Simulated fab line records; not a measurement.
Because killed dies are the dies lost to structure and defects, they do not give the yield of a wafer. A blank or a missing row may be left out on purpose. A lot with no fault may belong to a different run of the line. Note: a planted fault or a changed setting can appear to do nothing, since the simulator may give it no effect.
fab line records -- flow n5-finfet -- part 1 of 2: steps 1 to 4 of 6
record lots=21, wafers=63, last-day=18
route steps=1938 shown BEOL_M14@1726 BEOL_M15@1813
lots that met no fault: taken from a fault-free run of the same line
start-h: hours from the record's opening day to when the first of the lot's shown wafers began -- wait-h: hours from the lot's prior step to this one -- " the same as in the row above -- L1.1+2: a single row standing in for several wafers -- - no value, or no start given -- * or withheld: withheld -- < > ~ a bound
route shown NAME@n: names a module that has steps shown in the file, with the first one's number in the route -- usual: average and standard deviation across the fault-free wafers -- same: alike in all rows -- chamber/n: place in a boat -- sites: per-site readings -- _std_site: the values' standard deviation -- _edge_site: the outer-site mean with the inner-site mean subtracted -- radius-mm: for every site, how far away it sits from the centre of the wafer -- mask NAME#n: copy n -- behind: tool/chamber where the wafer was last shaped -- hold: cause of the lot's hold/its duration in hours/its outcome -- device: the transistor (n, p or np) that didn't switch -- end of line: the route-end tests of the same wafers -- step lacking rows: just its recipe -- killed: dies that structure and defects cost at the first sort, which is not the same as the wafer's yield -- map: a wafer's dies, x killed, . not, _ none there
set.NAME: the setting the step ran with; set.NAME@STEP: the setting that earlier step ran with -- model.NAME: the simulator's own value behind a step, which no gauge read
steps of the route over a sample of lots; a table a step, a row a wafer
services: a tool's chamber out of use, with start hour (start-h, from the record's first day; less than 0 if before it), hours out, and reason
## steps
# step N5_BEOL_M14_CD_MEAS_10
# recipe target-cd-nm=250, landing-energy-ev=500, detector=se-inlens, polarity=opening
# usual cd-nm=250.7/1.6
lot.wafer,tool,chamber,start-h,wait-h,cd-nm
L074.2,cd-sem-03,0,239.98,-,251.1
L074.3,cd-sem-03,0,239.98,-,248.8
L074.4,cd-sem-03,0,239.98,-,251.1
L075.1,cd-sem-03,0,247.59,-,249.9
L075.2,cd-sem-03,0,247.59,-,251.0
L075.3,cd-sem-03,0,247.59,-,251.2
L076.1,cd-sem-01,0,248.15,-,251.9
L076.2,cd-sem-01,0,248.15,-,250.3
L076.5,cd-sem-01,0,248.15,-,251.0
L077.3,cd-sem-02,0,256.52,-,248.0
L077.4,cd-sem-02,0,256.52,-,248.7
L077.6,cd-sem-02,0,256.52,-,249.0
L078.4,cd-sem-03,0,272.26,-,251.8
L078.5,cd-sem-03,0,272.26,-,252.7
L078.6,cd-sem-03,0,272.26,-,252.7
L080.1,cd-sem-03,0,284.48,-,247.4
L080.3,cd-sem-03,0,284.48,-,250.0
L080.4,cd-sem-03,0,284.48,-,249.0
L082.2,cd-sem-01,0,286.37,-,249.5
L082.4,cd-sem-01,0,286.37,-,249.9
L082.5,cd-sem-01,0,286.37,-,249.1
L081.1,cd-sem-01,0,291.03,-,252.1
L081.2,cd-sem-01,0,291.03,-,252.5
L081.6,cd-sem-01,0,291.03,-,253.3
L084.1,cd-sem-01,0,293.44,-,252.1
L084.5,cd-sem-01,0,293.44,-,251.0
L084.6,cd-sem-01,0,293.44,-,251.3
L083.3,cd-sem-03,0,301.77,-,252.0
L083.4,cd-sem-03,0,301.77,-,251.8
L083.5,cd-sem-03,0,301.77,-,251.4
L086.2,cd-sem-03,0,324.76,-,254.1
L086.3,cd-sem-03,0,324.76,-,250.7
L086.6,cd-sem-03,0,324.76,-,254.3
L088.1,cd-sem-01,0,340.40,-,250.1
L088.4,cd-sem-01,0,340.40,-,252.2
L088.5,cd-sem-01,0,340.40,-,250.9
L090.2,cd-sem-02,0,340.57,-,251.2
L090.3,cd-sem-02,0,340.57,-,251.1
L090.5,cd-sem-02,0,340.57,-,251.4
L087.2,cd-sem-02,0,340.74,-,250.8
L087.3,cd-sem-02,0,340.74,-,250.2
L087.5,cd-sem-02,0,340.74,-,250.3
L091.1,cd-sem-01,0,344.18,-,250.6
L091.4,cd-sem-01,0,344.18,-,248.4
L091.5,cd-sem-01,0,344.18,-,251.3
L089.2,cd-sem-02,0,352.12,-,250.0
L089.3,cd-sem-02,0,352.12,-,251.1
L089.6,cd-sem-02,0,352.12,-,251.3
L092.1,cd-sem-02,0,352.59,-,250.0
L092.2,cd-sem-02,0,352.59,-,250.5
L092.3,cd-sem-02,0,352.59,-,248.7
L094.1,cd-sem-03,0,369.83,-,249.9
L094.4,cd-sem-03,0,369.83,-,250.3
L094.5,cd-sem-03,0,369.83,-,249.9
L093.3,cd-sem-01,0,370.54,-,254.0
L093.5,cd-sem-01,0,370.54,-,256.5
L093.6,cd-sem-01,0,370.54,-,252.7
L096.1,cd-sem-02,0,390.45,-,248.7
L096.2,cd-sem-02,0,390.45,-,248.9
L096.4,cd-sem-02,0,390.45,-,249.4
L097.2,cd-sem-03,0,404.46,-,249.7
L097.4,cd-sem-03,0,404.46,-,251.2
L097.5,cd-sem-03,0,404.46,-,251.1
# step N5_BEOL_M14_STRIP_63
# recipe chemistry=O2, power-w=600, temp-c=60, pressure-mtorr=30, rf-frequency-hz=6e+07, bias-power-w=0, overash-fraction=0.3, o2-flow-sccm=225
# usual drypump-motor-current-A=5.6/0.46, oes-product-au=0.79/0.077, rf-vpp-V=3.6/0.9, showerhead-plenum-p-Torr=2.09/0.07, throttle-valve-pct=16.67/0.28
lot.wafer,tool,chamber,start-h,wait-h,drypump-motor-current-A,oes-product-au,rf-hours-counter-h,rf-vpp-V,showerhead-plenum-p-Torr,throttle-valve-pct
L074.2,rie-diel-06,3,-,-,6.5,0.70,223,3.2,2.15,16.82
L074.3,rie-diel-06,1,-,-,5.3,0.74,155,4.0,2.01,16.99
L074.4,rie-diel-06,2,-,-,5.0,0.80,111,5.1,2.02,16.79
L075.1,rie-diel-06,3,-,-,6.5,0.69,225,4.9,2.15,16.82
L075.2,rie-diel-06,1,-,-,5.3,0.74,158,5.2,2.01,17.00
L075.3,rie-diel-06,0,-,-,5.5,0.71,219,4.5,2.07,16.64
L076.1,rie-diel-03,1,-,-,5.6,0.94,7,3.2,2.07,16.37
L076.2,rie-diel-03,3,-,-,5.6,0.93,26,4.0,2.14,16.80
L076.5,rie-diel-03,2,-,-,5.7,0.84,-,4.7,2.22,16.30
L077.3,rie-diel-06,2,-,-,5.0,0.79,116,2.9,2.01,16.81
L077.4,rie-diel-06,1,-,-,5.3,0.73,162,4.4,2.01,16.99
L077.6,rie-diel-06,0,-,-,5.5,0.71,-,4.3,2.07,16.59
L078.4,rie-diel-06,3,-,-,6.5,0.69,235,4.8,2.15,16.86
L078.5,rie-diel-06,3,-,-,6.5,0.70,-,4.1,2.15,16.86
L078.6,rie-diel-06,2,-,-,4.9,0.78,-,3.8,2.01,16.80
L080.1,rie-diel-06,1,-,-,5.3,0.72,172,3.2,2.00,17.02
L080.3,rie-diel-06,2,-,-,4.9,0.80,126,3.9,2.01,16.82
L080.4,rie-diel-06,2,-,-,5.0,0.78,-,3.4,2.01,16.84
L082.2,rie-diel-06,3,-,-,6.5,0.68,241,3.7,2.14,16.87
L082.4,rie-diel-06,3,-,-,6.5,0.68,-,2.5,2.14,16.87
L082.5,rie-diel-06,2,-,-,5.0,0.77,-,4.5,2.01,16.82
L081.1,rie-diel-04,0,-,-,5.4,0.78,103,4.3,2.21,17.03
L081.2,rie-diel-04,2,-,-,5.6,0.80,86,2.5,2.11,16.22
L081.6,rie-diel-04,1,-,-,5.7,0.85,-,4.5,2.13,16.51
L084.1,rie-diel-04,3,-,-,5.5,0.84,75,2.0,2.12,16.24
L084.5,rie-diel-04,3,-,-,5.5,0.82,-,3.6,2.12,16.23
L084.6,rie-diel-04,2,-,-,5.7,0.81,-,5.1,2.11,16.23
L083.3,rie-diel-06,3,-,-,6.5,0.67,250,5.9,2.14,16.89
L083.4,rie-diel-06,2,-,-,4.9,0.77,-,3.1,2.01,16.84
L083.5,rie-diel-06,3,-,-,6.5,0.68,-,3.1,2.14,16.87
L086.2,rie-diel-03,0,-,-,5.0,0.80,95,3.8,2.04,16.79
L086.3,rie-diel-03,1,-,-,5.6,0.88,34,4.7,2.06,16.44
L086.6,rie-diel-03,2,-,-,5.7,0.82,-,4.9,2.21,16.34
L088.1,rie-diel-03,1,-,-,5.6,0.86,38,4.7,2.06,16.41
L088.4,rie-diel-03,1,-,-,5.5,0.87,-,3.7,2.06,16.45
L088.5,rie-diel-03,2,-,-,5.7,0.81,-,5.4,2.21,16.34
L090.2,rie-diel-06,3,-,-,6.5,0.98,4,3.8,2.14,16.43
L090.3,rie-diel-06,2,-,-,5.0,0.76,149,2.8,2.00,16.86
L090.5,rie-diel-06,2,-,-,5.0,0.77,-,3.4,2.00,16.91
L087.2,rie-diel-03,1,-,-,5.5,0.88,38,5.0,2.06,16.42
L087.3,rie-diel-03,2,-,-,5.7,0.81,84,4.2,2.21,16.34
L087.5,rie-diel-03,2,-,-,5.7,0.80,-,1.5,2.21,16.37
L091.1,rie-diel-03,3,-,-,5.7,0.87,53,4.4,2.13,16.85
L091.4,rie-diel-03,0,-,-,5.0,0.80,105,2.5,2.03,16.81
L091.5,rie-diel-03,0,-,-,5.0,0.79,-,3.8,2.03,16.80
L089.2,rie-diel-03,0,-,-,5.0,0.80,106,3.8,2.03,16.81
L089.3,rie-diel-03,1,-,-,5.6,0.85,41,2.5,2.06,16.46
L089.6,rie-diel-03,3,-,-,5.7,0.87,-,1.6,2.13,16.85
L092.1,rie-diel-03,3,-,-,5.7,0.86,55,3.7,2.13,16.86
L092.2,rie-diel-03,1,-,-,5.6,0.87,42,2.7,2.06,16.44
L092.3,rie-diel-03,0,-,-,5.1,0.80,106,3.0,2.03,16.84
L094.1,rie-diel-04,2,-,-,5.7,0.79,113,2.7,2.10,16.26
L094.4,rie-diel-04,1,-,-,5.7,0.82,69,4.8,2.13,16.56
L094.5,rie-diel-04,2,-,-,5.7,0.78,-,2.8,2.10,16.25
L093.3,rie-diel-06,0,-,-,5.5,0.68,249,4.4,2.06,16.65
L093.5,rie-diel-06,3,-,-,6.5,0.94,-,3.7,2.13,16.44
L093.6,rie-diel-06,0,-,-,5.5,0.69,-,4.4,2.06,16.66
L096.1,rie-diel-03,1,-,-,5.6,0.85,55,2.7,2.05,16.44
L096.2,rie-diel-03,3,-,-,5.7,0.85,68,3.3,2.13,16.89
L096.4,rie-diel-03,2,-,-,5.6,0.80,99,3.3,2.20,16.36
L097.2,rie-diel-06,2,-,-,5.0,0.73,175,3.6,1.99,16.92
L097.4,rie-diel-06,1,-,-,5.3,0.69,222,3.5,1.99,17.11
L097.5,rie-diel-06,2,-,-,5.0,0.76,-,4.0,1.99,16.92
# step N5_BEOL_M14_STRIP_64
# recipe chemistry=O2, power-w=600, temp-c=60, pressure-mtorr=30, rf-frequency-hz=6e+07, bias-power-w=0, overash-fraction=0.3, o2-flow-sccm=225
# usual drypump-motor-current-A=5.6/0.45, oes-product-au=0.79/0.076, rf-vpp-V=3.7/0.48, showerhead-plenum-p-Torr=2.09/0.07, throttle-valve-pct=16.68/0.28
lot.wafer,tool,chamber,start-h,wait-h,drypump-motor-current-A,oes-product-au,rf-hours-counter-h,rf-vpp-V,showerhead-plenum-p-Torr,throttle-valve-pct
L074.2,rie-diel-06,3,-,-,6.5,0.70,223,3.9,2.15,16.83
L074.3,rie-diel-06,1,-,-,5.3,0.74,155,4.4,2.01,17.02
L074.4,rie-diel-06,2,-,-,5.0,0.81,111,3.7,2.02,16.80
L075.1,rie-diel-06,3,-,-,6.5,0.69,225,3.7,2.15,16.83
L075.2,rie-diel-06,1,-,-,5.3,0.74,158,3.6,2.01,17.02
L075.3,rie-diel-06,0,-,-,5.5,0.70,219,3.6,2.07,16.60
L076.1,rie-diel-03,1,-,-,5.6,0.94,7,3.5,2.07,16.40
L076.2,rie-diel-03,3,-,-,5.7,0.92,26,2.9,2.14,16.80
L076.5,rie-diel-03,2,-,-,5.6,0.84,-,2.8,2.22,16.29
L077.3,rie-diel-06,2,-,-,5.0,0.80,116,3.7,2.01,16.82
L077.4,rie-diel-06,1,-,-,5.3,0.74,162,3.5,2.01,17.02
L077.6,rie-diel-06,0,-,-,5.5,0.71,-,3.5,2.07,16.60
L078.4,rie-diel-06,3,-,-,6.5,0.69,235,4.1,2.15,16.84
L078.5,rie-diel-06,3,-,-,6.5,0.68,-,4.2,2.15,16.84
L078.6,rie-diel-06,2,-,-,5.0,0.79,-,3.8,2.01,16.81
L080.1,rie-diel-06,1,-,-,5.3,0.73,172,3.0,2.00,17.03
L080.3,rie-diel-06,2,-,-,5.0,0.78,126,3.6,2.01,16.82
L080.4,rie-diel-06,2,-,-,5.0,0.79,-,3.9,2.01,16.82
L082.2,rie-diel-06,3,-,-,6.5,0.68,241,3.4,2.14,16.87
L082.4,rie-diel-06,3,-,-,6.5,0.68,-,3.5,2.14,16.87
L082.5,rie-diel-06,2,-,-,5.0,0.78,-,4.5,2.01,16.83
L081.1,rie-diel-04,0,-,-,5.4,0.77,103,3.8,2.21,17.01
L081.2,rie-diel-04,2,-,-,5.7,0.81,86,3.5,2.11,16.21
L081.6,rie-diel-04,1,-,-,5.7,0.87,-,4.8,2.13,16.50
L084.1,rie-diel-04,3,-,-,5.5,0.83,75,4.1,2.12,16.23
L084.5,rie-diel-04,3,-,-,5.5,0.83,-,3.4,2.12,16.21
L084.6,rie-diel-04,2,-,-,5.7,0.80,-,3.7,2.11,16.20
L083.3,rie-diel-06,3,-,-,6.5,0.68,250,3.4,2.14,16.89
L083.4,rie-diel-06,2,-,-,5.0,0.78,-,3.8,2.01,16.85
L083.5,rie-diel-06,3,-,-,6.5,0.68,-,3.2,2.14,16.88
L086.2,rie-diel-03,0,-,-,5.0,0.80,95,3.2,2.04,16.79
L086.3,rie-diel-03,1,-,-,5.5,0.87,34,3.0,2.06,16.45
L086.6,rie-diel-03,2,-,-,5.7,0.82,-,3.8,2.21,16.35
L088.1,rie-diel-03,1,-,-,5.6,0.87,38,3.4,2.06,16.44
L088.4,rie-diel-03,1,-,-,5.6,0.88,-,3.4,2.06,16.47
L088.5,rie-diel-03,2,-,-,5.6,0.81,-,4.6,2.21,16.34
L090.2,rie-diel-06,3,-,-,6.5,0.97,4,3.8,2.14,16.42
L090.3,rie-diel-06,2,-,-,5.0,0.76,149,2.4,2.00,16.89
L090.5,rie-diel-06,2,-,-,5.0,0.76,-,4.0,2.00,16.89
L087.2,rie-diel-03,1,-,-,5.5,0.87,38,4.7,2.06,16.46
L087.3,rie-diel-03,2,-,-,5.7,0.80,84,2.9,2.21,16.35
L087.5,rie-diel-03,2,-,-,5.7,0.81,-,3.2,2.21,16.34
L091.1,rie-diel-03,3,-,-,5.7,0.88,53,3.1,2.13,16.88
L091.4,rie-diel-03,0,-,-,5.0,0.80,105,3.7,2.03,16.81
L091.5,rie-diel-03,0,-,-,5.0,0.79,-,3.8,2.03,16.81
L089.2,rie-diel-03,0,-,-,5.1,0.79,106,3.3,2.03,16.82
L089.3,rie-diel-03,1,-,-,5.6,0.87,42,3.9,2.06,16.46
L089.6,rie-diel-03,3,-,-,5.7,0.88,-,4.1,2.13,16.86
L092.1,rie-diel-03,3,-,-,5.7,0.87,55,4.5,2.13,16.87
L092.2,rie-diel-03,1,-,-,5.6,0.86,42,3.4,2.06,16.46
L092.3,rie-diel-03,0,-,-,5.1,0.79,106,4.0,2.03,16.80
L094.1,rie-diel-04,2,-,-,5.7,0.79,113,3.5,2.10,16.26
L094.4,rie-diel-04,1,-,-,5.8,0.84,69,4.0,2.13,16.55
L094.5,rie-diel-04,2,-,-,5.7,0.78,-,3.9,2.10,16.26
L093.3,rie-diel-06,0,-,-,5.5,0.70,249,3.9,2.07,16.66
L093.5,rie-diel-06,3,-,-,6.5,0.92,-,3.9,2.13,16.46
L093.6,rie-diel-06,0,-,-,5.5,0.69,-,3.3,2.06,16.65
L096.1,rie-diel-03,1,-,-,5.6,0.85,55,3.1,2.05,16.47
L096.2,rie-diel-03,3,-,-,5.7,0.86,68,2.8,2.12,16.89
L096.4,rie-diel-03,2,-,-,5.7,0.79,99,3.8,2.20,16.39
L097.2,rie-diel-06,2,-,-,5.0,0.73,175,4.3,1.99,16.91
L097.4,rie-diel-06,1,-,-,5.3,0.69,222,3.7,1.99,17.14
L097.5,rie-diel-06,2,-,-,5.0,0.74,-,4.2,1.99,16.93
# step N5_BEOL_M14_ETCH_67
# recipe chemistry=CF4, target=SiARC, target-depth-a=1430, time-s=238.3, ion-energy-ev=80, pressure-mtorr=40, source-w=545, bias-w=36, Ar_flow_sccm=100, cf4-flow-sccm=100, ends=cleared
# usual drypump-motor-current-A=5.5/0.36, etch-rf-on-time-s=238/3.1, oes-product-au=0.68/0.057, rf-vpp-V=184.2/1.2, showerhead-plenum-p-Torr=2.15/0.065, throttle-valve-pct=15.57/0.28
lot.wafer,tool,chamber,start-h,wait-h,drypump-motor-current-A,etch-rf-on-time-s,oes-product-au,rf-hours-counter-h,rf-vpp-V,showerhead-plenum-p-Torr,throttle-valve-pct
L074.2,rie-diel-06,2,241.16,0.0,5.0,239,0.68,111,183.0,2.08,15.82
L074.3,rie-diel-06,0,241.16,0.0,5.5,241,0.60,216,184.3,2.13,15.59
L074.4,rie-diel-06,1,241.16,0.0,5.3,235,0.63,155,182.3,2.05,15.93
L075.1,rie-diel-06,3,248.85,0.0,6.5,242,0.59,226,185.4,2.20,15.84
L075.2,rie-diel-06,1,248.85,0.0,5.3,235,0.64,159,182.5,2.05,15.93
L075.3,rie-diel-06,2,248.85,0.0,5.0,237,0.68,113,182.8,2.08,15.83
L076.1,rie-diel-03,3,249.19,0.0,5.7,240,0.78,26,185.0,2.19,15.75
L076.2,rie-diel-03,2,249.19,0.0,5.6,242,0.71,56,184.1,2.27,15.30
L076.5,rie-diel-03,0,249.19,0.0,5.0,240,0.70,-,182.2,2.09,15.66
L077.3,rie-diel-04,3,257.63,0.0,5.5,234,0.73,63,184.7,2.17,15.15
L077.4,rie-diel-04,1,257.63,0.0,5.8,233,0.77,32,183.5,2.18,15.41
L077.6,rie-diel-04,2,257.63,0.0,5.7,237,0.70,-,183.3,2.17,15.16
L078.4,rie-diel-04,2,273.47,0.0,5.7,237,0.70,80,183.9,2.17,15.18
L078.5,rie-diel-04,2,273.47,0.0,5.6,237,0.69,-,184.1,2.16,15.17
L078.6,rie-diel-04,3,273.47,0.0,5.5,233,0.73,-,184.4,2.17,15.17
L080.1,rie-diel-04,2,285.61,0.0,5.7,235,0.70,84,184.4,2.16,15.17
L080.3,rie-diel-04,3,285.61,0.0,5.5,232,0.72,72,184.8,2.17,15.19
L080.4,rie-diel-04,1,285.61,0.0,5.8,236,0.75,40,184.9,2.18,15.43
L082.2,rie-diel-06,2,287.34,0.0,5.0,238,0.67,127,181.5,2.07,15.86
L082.4,rie-diel-06,3,287.34,0.0,6.5,240,0.59,-,185.2,2.20,15.85
L082.5,rie-diel-06,1,287.34,0.0,5.3,233,0.63,-,182.3,2.05,15.99
L081.1,rie-diel-04,0,292.13,0.0,5.4,238,0.66,103,185.6,2.23,15.84
L081.2,rie-diel-04,1,292.13,0.0,5.7,238,0.74,42,183.9,2.18,15.44
L081.6,rie-diel-04,0,292.13,0.0,5.4,239,0.66,-,185.6,2.24,15.85
L084.1,rie-diel-04,0,294.41,0.0,5.4,237,0.66,104,186.4,2.23,15.86
L084.5,rie-diel-04,1,294.41,0.0,5.8,235,0.74,-,184.5,2.18,15.45
L084.6,rie-diel-04,2,294.41,0.0,5.7,241,0.69,-,185.4,2.16,15.18
L083.3,rie-diel-04,1,303.08,0.0,5.7,235,0.75,46,186.4,2.18,15.44
L083.4,rie-diel-04,2,303.08,0.0,5.7,239,0.69,89,185.3,2.16,15.19
L083.5,rie-diel-04,1,303.08,0.0,5.7,235,0.75,-,184.5,2.18,15.45
L086.2,rie-diel-06,1,325.93,0.0,5.3,235,0.62,190,183.7,2.04,16.00
L086.3,rie-diel-06,2,325.93,0.0,5.0,237,0.65,143,183.0,2.07,15.91
L086.6,rie-diel-06,1,325.93,0.0,5.3,233,0.62,-,184.6,2.04,16.00
L088.1,rie-diel-04,2,341.37,0.0,5.7,240,0.68,102,184.1,2.16,15.22
L088.4,rie-diel-04,0,341.37,0.0,5.4,243,0.65,118,183.9,2.23,15.89
L088.5,rie-diel-04,3,341.37,0.0,5.5,236,0.71,-,184.1,2.16,15.22
L090.2,rie-diel-03,2,341.67,0.0,5.7,243,0.69,84,185.9,2.26,15.35
L090.3,rie-diel-03,0,341.67,0.0,5.1,242,0.67,103,181.9,2.08,15.71
L090.5,rie-diel-03,1,341.67,0.0,5.6,241,0.74,-,184.1,2.10,15.31
L087.2,rie-diel-03,1,342.71,0.0,5.6,239,0.73,39,182.7,2.10,15.32
L087.3,rie-diel-03,0,342.71,0.0,5.1,240,0.68,104,183.5,2.08,15.71
L087.5,rie-diel-03,1,342.71,0.0,5.6,240,0.74,-,183.1,2.10,15.32
L091.1,rie-diel-06,3,345.51,0.0,6.5,230,0.82,7,184.1,2.19,15.41
L091.4,rie-diel-06,1,345.51,0.0,5.3,236,0.61,-,184.0,2.04,16.01
L091.5,rie-diel-06,2,345.51,0.0,5.0,237,0.65,-,181.9,2.07,15.91
L089.2,rie-diel-03,2,353.09,0.0,5.7,242,0.69,88,187.1,2.26,15.35
L089.3,rie-diel-03,3,353.09,0.0,5.7,236,0.75,55,184.5,2.18,15.82
L089.6,rie-diel-03,1,353.09,0.0,5.5,240,0.73,-,183.1,2.10,15.32
L092.1,rie-diel-04,1,353.57,0.0,5.7,236,0.72,63,182.2,2.17,15.47
L092.2,rie-diel-04,0,353.57,0.0,5.4,237,0.64,123,186.6,2.23,15.91
L092.3,rie-diel-04,2,353.57,0.0,5.7,236,0.67,107,185.0,2.16,15.24
L094.1,rie-diel-04,1,371.11,0.0,5.7,237,0.71,69,184.4,2.17,15.49
L094.4,rie-diel-04,0,371.11,0.0,5.4,236,0.65,129,184.7,2.23,15.90
L094.5,rie-diel-04,2,371.11,0.0,5.7,239,0.67,-,184.0,2.15,15.24
L093.3,rie-diel-06,3,371.81,0.0,6.5,233,0.79,17,184.4,2.19,15.44
L093.5,rie-diel-06,3,371.81,0.0,6.5,235,0.79,-,184.2,2.18,15.44
L093.6,rie-diel-06,0,371.81,0.0,5.4,243,0.59,-,184.4,2.12,15.66
L096.1,rie-diel-03,2,391.93,0.0,5.7,244,0.68,99,184.8,2.25,15.38
L096.2,rie-diel-03,1,391.93,0.0,5.5,241,0.72,55,183.5,2.09,15.36
L096.4,rie-diel-03,3,391.93,0.0,5.7,238,0.73,69,184.2,2.17,15.84
L097.2,rie-diel-06,2,405.44,0.0,5.0,241,0.63,175,183.7,2.06,15.95
L097.4,rie-diel-06,3,405.44,0.0,6.5,233,0.76,30,185.8,2.18,15.47
L097.5,rie-diel-06,1,405.44,0.0,5.3,235,0.59,-,183.2,2.03,16.05
